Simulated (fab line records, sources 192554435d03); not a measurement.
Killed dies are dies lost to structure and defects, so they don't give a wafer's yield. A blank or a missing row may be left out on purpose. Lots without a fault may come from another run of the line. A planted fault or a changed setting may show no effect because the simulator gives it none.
A struck lot beside a sound one | flow n5_finfet | 15 steps out of a route of 1938
Sound: wafers L719.2, L719.3, L719.6. Struck: wafers L714.1, L714.2, L714.4. The cause comes at the end.
At each step with rows: each side's tool, then ch and its chambers, then its first start. Under that, the readings that differ: sound wafers | struck wafers | difference of the means | sigmas: that difference in standard deviations of wafers without a fault.
alike: readings whose means differ by less than 2 such deviations, and words and numbers that are the same on both sides. not compared: withheld readings, readings that some wafer has no value for, bounds like >300 that may hide the same value, and numbers for which the record gives no deviation and whose values overlap.
The two part at a step that has a row with sigmas, a row that says differs or no value, or rows on one side only. Numbers that don't overlap but have no deviation are shown without sigmas and don't part them. A reading that every wafer of one side lacks parts them only if that side has two wafers or more.

first, 1 step without rows for these wafers: N5_BEOL_M8_ANNEAL_51 (time 90 s).
N5_BEOL_M8_CMP_52: polishes, stops on SiCOH lowk, t overpolish 6.9 s, target thk 80 nm.
  sound on cmp-04 ch 0,1,3, day 13 20:14; struck on cmp-03 ch 1,2,3, day 12 19:53
  alike: barrier_field_endpoint_s, clearing_platen_rpm, motor_current_A, overpolish_run_s, time_to_endpoint_s
  not compared: pad_life_wafers
N5_BEOL_M8_THK_MEAS_53: measures by xrf.
  sound on film_metro-01, day 13 20:29; struck on film_metro-01, day 12 20:08
  alike: M8_THK
then, 1 step without rows for these wafers: N5_BEOL_M8_PRE_CLEAN_55 (time 15 s).
N5_BEOL_M8_DEP_56: deposits SiCN from 3MS/NH3, target thk 10 nm, time 17.5 s.
  sound on pecvd-03 ch 0,1,2, day 13 20:33; struck on pecvd-03 ch 0,1, day 12 20:13
  alike: showerhead_plenum_p_Torr, throttle_valve_pct
N5_BEOL_M8_RS_MEAS_57: measures by four-point-probe.
  sound on film_metro-02, day 13 20:37; struck on film_metro-01, day 12 20:17
  alike: M8_RS
N5_BEOL_M8_INSPECT_58: inspects for defects (darkfield).
  sound on defect_inspect-02, day 13 20:38; struck on defect_inspect-02, day 12 20:18
  alike: raw_defect_count
then, 1 step without rows for these wafers: N5_BEOL_M9_ILD_DEP_00 (deposits SiCOH lowk from DEMS/porogen, target thk 308.51 nm, time 58 s).
N5_BEOL_M9_CURE_71: cures SiCOH lowk, time 240 s.
  sound on uv_cure-03 ch 2, day 13 21:01; struck on uv_cure-02 ch 2, day 12 20:25
  reading          | sound             | struck            | difference | sigmas
  wafer_temp_C_max | 386.6 387.5 387.7 | 386.2 385.5 386.3 | -1.3       | -3
  alike: lamp_power_pct
N5_BEOL_M9_THK_MEAS_01:
  sound on film_metro-01, day 13 21:28; struck on film_metro-02, day 12 20:56
  alike: M9_ILD_THK
N5_BEOL_M9_PECVD_70: deposits SiO2 from TEOS/O2, target thk 20 nm, time 22.7 s.
  sound on pecvd-02 ch 0,1, day 13 21:29; struck on pecvd-01 ch 0,1,2, day 12 20:58
  reading            | sound       | struck       | difference | sigmas
  heater_power_w (W) | 652 616 655 | 898 950 1002 | +309       | +2
  alike: showerhead_plenum_p_Torr, throttle_valve_pct
N5_BEOL_M9_HM_DEP_02: deposits TiN, target thk 20 nm.
  sound on pvd_sputter-01, day 13 22:43; struck on pvd_sputter-03, day 12 22:49
  alike: throttle_valve_pct
N5_BEOL_M9_COAT_59: time 60 s, resist thk 100 nm.
  sound on litho_track-05 ch 0, day 13 22:50; struck on litho_track-03 ch 0, day 12 22:56
  reading                                  | sound                | struck               | difference | sigmas
  heater_power_total_W (W)                 | 498.4 503.2 499.9    | 423.1 419.7 424.7    | -78.0      | -46
  plate_temp_C (C)                         | 249.83 249.91 250.09 | 217.53 217.46 217.47 | -32.46     | -99 or more
  spin_speed_rpm (rpm)                     | 1500.4 1499.8 1499.8 | 1498.4 1496.4 1498.3 | -2.3       | -2
  model.SOC_of_BEOL_M9_COAT_59.thk_nm (nm) | 100 99.4 99.6        | 102.8 102.8 102.8    | +3.1       |
then, 1 step without rows for these wafers: N5_BEOL_M9_COAT_60 (time 60 s, resist thk 30 nm).
-- the record jumps here: 3 days lie between the struck wafers' starts before and after (it left off in module BEOL_M9 and takes up again in module PASSIVATION, whose first step shown is number 1936 of the route) --
N5_PASSIVATION_PROBE_49:
  sound on prober-02, day 16 16:20; struck on prober-01, day 16 00:28
  alike: defect_limited_yield, killed_at_M0_to_M3, killed_at_M4_up, killed_at_contacts, killed_at_front_end, killed_at_other, killed_dies, killed_on_rim, killed_open, killed_short, sort_bin_5_function, sort_bin_6_memory, sort_n_pass, sort_yield_pct

WHERE THEY PART
First at N5_BEOL_M9_CURE_71; last, within this record, at N5_BEOL_M9_COAT_59. Later steps at which nothing parts them and some readings are alike: N5_PASSIVATION_PROBE_49.

WHY: what the simulator had put in
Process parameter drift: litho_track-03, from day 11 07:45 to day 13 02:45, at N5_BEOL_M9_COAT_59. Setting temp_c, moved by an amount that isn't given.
